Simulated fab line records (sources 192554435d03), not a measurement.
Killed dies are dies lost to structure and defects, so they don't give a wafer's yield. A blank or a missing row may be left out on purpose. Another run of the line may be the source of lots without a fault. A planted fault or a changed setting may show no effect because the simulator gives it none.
Matching of chambers -- flow n5_finfet -- N5_FIN_SAQP_SPACER2_ETCHBACK_29 on rie_diel-04: 4 sister chambers
The step etches SiO2 in CHF3/O2, target depth 12.2 nm, time 6.1 s. 16 wafers are shown with their chamber, then 8 later ones without.

== WAFERS, EACH WITH ITS CHAMBER ==
wafer,chamber,throttle_valve_pct (%),showerhead_plenum_p_Torr (Torr),oes_product_au (a.u.)
L076.2,1,18.68,2.50,0.72
L076.5,1,18.70,2.50,0.72
L076.6,0,19.08,2.38,0.98
L078.1,3,18.46,2.44,0.90
L078.3,0,19.10,2.38,0.96
L078.6,3,18.45,2.44,0.89
L081.1,2,18.88,2.56,0.86
L081.5,3,18.47,2.44,0.89
L081.6,0,19.09,2.38,0.93
L086.1,2,18.91,2.55,0.86
L086.3,0,19.11,2.37,0.91
L086.5,0,19.11,2.37,0.90
L090.1,3,18.49,2.43,0.87
L090.2,1,18.73,2.49,0.70
L090.3,0,19.12,2.37,0.90
L092.1,2,18.91,2.55,0.84

SIGNATURES (averages over the wafers above)
reading,chamber 0,chamber 1,chamber 2,chamber 3,scatter within a chamber
throttle_valve_pct,19.1017,18.7033,18.9000,18.4675,0.0179
showerhead_plenum_p_Torr,2.3750,2.4967,2.5533,2.4375,0.00546
oes_product_au,0.9300,0.7133,0.8533,0.8875,0.0235
Rule: for a wafer and a chamber, the distance is found by dividing, reading by reading, the gap between the wafer's reading and the chamber's mean by the reading's scatter, squaring, summing and taking the root. The wafer belongs to the nearest chamber; if the next one is less than 2 further off, it can't be placed. The scatter is the square root of a quotient: the sum, over the shown wafers, of each reading's squared deviation from its chamber's mean, divided by wafers minus chambers.

== WAFERS WITH NO CHAMBER GIVEN ==
wafer,throttle_valve_pct (%),showerhead_plenum_p_Torr (Torr),oes_product_au (a.u.)
L092.4,18.49,2.43,0.86
L092.6,18.51,2.43,0.86
L094.1,18.51,2.43,0.86
L094.2,18.93,2.55,0.83
L094.5,19.14,2.37,0.88
L095.1,18.49,2.43,0.84
L095.2,18.93,2.54,0.82
L095.5,18.74,2.48,0.69

== WHICH CHAMBER EACH ONE RAN IN ==
wafer,from the rows above,in truth
L092.4,3,3
L092.6,3,3
L094.1,3,3
L094.2,2,2
L094.5,0,0
L095.1,3,3
L095.2,2,2
L095.5,1,1
Correctly placed: 8 of 8. Left unplaced by these rows: 0. Wrongly placed: 0.
